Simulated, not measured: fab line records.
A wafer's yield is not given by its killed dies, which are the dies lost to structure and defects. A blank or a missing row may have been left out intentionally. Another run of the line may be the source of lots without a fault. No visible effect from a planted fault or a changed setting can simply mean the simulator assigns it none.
Matching of chambers + flow n5 finfet + 4 sister chambers for N5_MOL_CONTACT_COAG_ETCH_106 on rie diel-05
The step etches SOC in N2/H2, target depth 80 nm, overetch 16 nm, time 120 s. 4 wafers are shown with their chamber, then 8 later ones without.

== WAFERS WITH THEIR CHAMBER ==
| wafer  | chamber | drypump motor current A (A) |
|--------|---------|-----------------------------|
| L081.1 | 2       | 5.5                         |
| L081.3 | 1       | 6.6                         |
| L085.5 | 0       | 5.3                         |
| L085.6 | 3       | 5.1                         |

== WAFERS WHOSE CHAMBER IS MISSING ==
| wafer  | drypump motor current A (A) |
|--------|-----------------------------|
| L087.2 | 5.4                         |
| L087.6 | 5.3                         |
| L092.1 | 6.6                         |
| L092.2 | 5.4                         |
| L092.4 | 5.3                         |
| L094.1 | 6.6                         |
| L094.3 | 5.3                         |
| L094.6 | 6.6                         |

== WHICH CHAMBER EACH ONE RAN IN ==
| wafer  | from the rows above     | in truth |
|--------|-------------------------|----------|
| L087.2 | can't be placed: 2 or 0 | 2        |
| L087.6 | 0                       | 0        |
| L092.1 | 1                       | 1        |
| L092.2 | can't be placed: 2 or 0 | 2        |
| L092.4 | 0                       | 0        |
| L094.1 | 1                       | 1        |
| L094.3 | 0                       | 0        |
| L094.6 | 1                       | 1        |
Correctly placed: 6 of 8. Not placeable from these rows: 2 (in 2, the candidates include the true chamber). Number placed wrongly: 0.
How it was worked out, from the rows above alone: a wafer's distance from a chamber is the root of the sum, over the readings, of the square of ((its reading less the chamber's mean) divided by the reading's scatter). If the next closest chamber is less than 2 further off than the closest, the wafer can't be placed; otherwise it belongs to the closest. For every chamber, the mean is computed from those of its wafers that are shown. The scatter: root of mean squared gap, hidden wafer to nearest shown wafer, with one shown wafer a chamber.
